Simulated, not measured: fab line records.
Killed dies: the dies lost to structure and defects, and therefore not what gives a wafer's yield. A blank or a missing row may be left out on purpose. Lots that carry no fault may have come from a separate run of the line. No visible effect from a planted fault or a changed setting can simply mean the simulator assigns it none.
Lot-split experiment + flow n5_finfet + 7 lots, 21 wafers read, on a route of 1938 steps

== ABOUT THE SPLIT ==
At N5_BEOL_M9_TRENCH_ETCH_37 (etches SiCOH lowk in C4F6/O2, target depth 151.43 nm, time 49 s), the setting source_w was moved away from the recipe's 345 W on 3 of the 21 wafers read, by -7.5% to +10.0%. All remaining wafers had this setting at the recipe value.

== FROM THE SPLIT TO THE READING: what the file shows between them, 2 steps ==
- N5_BEOL_M9_ETCH_41: etches SiCN in CH3F/O2, target depth 36.6 nm, time 70.1 s
- N5_BEOL_M9_STRIP_80: strips in N2/H2, time 10 s

== THE READING ==
trench_depth_nm, in nm, at N5_BEOL_M9_OCD_MEAS_38. On this fab line, fault-free wafers typically give 149.6 nm with a standard deviation of 2.6 nm.

| wafer  | tool, chamber at the split | source_w as run, W | against the recipe | trench_depth_nm, nm | against lot-mates on the recipe |
|--------|----------------------------|--------------------|--------------------|---------------------|---------------------------------|
| L076.1 | rie_diel-06, 1             | 345                | recipe             | 147.7               | -                               |
| L076.2 | rie_diel-06, 3             | 345                | recipe             | 146.7               | -                               |
| L076.3 | rie_diel-06, 2             | 345                | recipe             | 148.2               | -                               |
| L075.1 | rie_diel-06, 2             | 345                | recipe             | 149.8               | -                               |
| L075.5 | rie_diel-06, 2             | 319.1              | -7.5%              | 145.0               | -4.8                            |
| L075.6 | rie_diel-06, 3             | 319.1              | -7.5%              | 142.1               | -7.7                            |
| L080.1 | rie_diel-06, 1             | 345                | recipe             | 148.7               | -                               |
| L080.3 | rie_diel-06, 2             | 345                | recipe             | 149.6               | -                               |
| L080.5 | rie_diel-06, 1             | 345                | recipe             | 148.3               | -                               |
| L083.2 | rie_diel-06, 1             | 345                | recipe             | 148.8               | -                               |
| L083.3 | rie_diel-06, 3             | 345                | recipe             | 146.7               | -                               |
| L083.4 | rie_diel-06, 1             | 345                | recipe             | 149.0               | -                               |
| L092.1 | rie_diel-04, 1             | 345                | recipe             | 149.1               | -                               |
| L092.4 | rie_diel-04, 0             | 345                | recipe             | 150.6               | -                               |
| L092.5 | rie_diel-04, 2             | 345                | recipe             | 148.5               | -                               |
| L094.1 | rie_diel-04, 2             | 345                | recipe             | 146.6               | -                               |
| L094.2 | rie_diel-04, 3             | 379.4              | +10.0%             | 162.9               | +14.8                           |
| L094.4 | rie_diel-04, 0             | 345                | recipe             | 149.6               | -                               |
| L096.1 | rie_diel-05, 3             | 345                | recipe             | 155.4               | -                               |
| L096.2 | rie_diel-05, 0             | 345                | recipe             | 148.8               | -                               |
| L096.3 | rie_diel-05, 1             | 345                | recipe             | 152.0               | -                               |

THE FIT
A straight line over all 21 wafers: trench_depth_nm changes by +1.05 nm for each +1% of source_w; r = +0.84; the points scatter about the line by 2.2 nm.
The same after taking each lot's own level away (the mean of its wafers on the recipe; 21 wafers): +1.15 nm for each +1%; r = +0.91; scatter 1.7 nm.
That fit puts the effect of the largest move of source_w on the reading at 11 nm.
The lots' own levels span 147.53 to 152.07 nm, that is 1.7 times the standard deviation above.
Consequently the slope shifts little with the lot-to-lot level, the two slopes agreeing.
Check: with one of the wafers moved furthest among these (+10.0%) left out of the fit, the line predicts +8.3 nm for it against its lot-mates. Against them it came out at +14.8 nm.

== OTHER SPLITS ON THESE WAFERS ==
Other splits were also applied to these wafers ahead of the reading. Each is held against what the fit with the lots' levels taken away leaves over:
| other split on the same wafers   | wafers away from the commonest value | r with trench_depth_nm (lot level and that fit taken away) |
|----------------------------------|--------------------------------------|------------------------------------------------------------|
| N5_BEOL_M7_EXPOSE_08 dose_mj     | 8                                    | +0.39                                                      |
| N5_BEOL_M7_ETCH_62 source_w      | 7                                    | +0.03                                                      |
| N5_BEOL_M7_TRENCH_ETCH_37 bias_w | 8                                    | +0.10                                                      |
| N5_BEOL_M8_ALD_77 ald_cycles     | 7                                    | -0.31                                                      |

== THE WHOLE CHAIN: every reading that the file lists as answering this split, in the file's order ==
| step                      | what it does                                                       | reading                                                                      | change (the file's fit)              | r (the file's) |
|---------------------------|--------------------------------------------------------------------|------------------------------------------------------------------------------|--------------------------------------|----------------|
| N5_BEOL_M9_TRENCH_ETCH_37 | etches SiCOH lowk in C4F6/O2, target depth 151.43 nm, time 49 s    | etch.depth_nm (the simulator's own value, which no gauge read)               | +1.2 nm for each +1% of the setting  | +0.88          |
| N5_BEOL_M9_TRENCH_ETCH_37 | etches SiCOH lowk in C4F6/O2, target depth 151.43 nm, time 49 s    | BEOL_M9.feature_depth_nm (the simulator's own value, which no gauge read)    | +1.21 nm for each +1% of the setting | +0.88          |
| N5_BEOL_M9_OCD_MEAS_38    |                                                                    | trench_depth_nm                                                              | +1.25 nm for each +1% of the setting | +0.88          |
| N5_BEOL_M9_CMP_52         | polishes, stops on SiCOH lowk, t overpolish 7 s, target thk 140 nm | Cu_of_BEOL_M9_ECD_50.thk_nm (the simulator's own value, which no gauge read) | +1.28 nm for each +1% of the setting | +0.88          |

== FILE'S OWN FIT ==
trench_depth_nm changes by +1.25 nm for each +1% of source_w, r = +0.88.
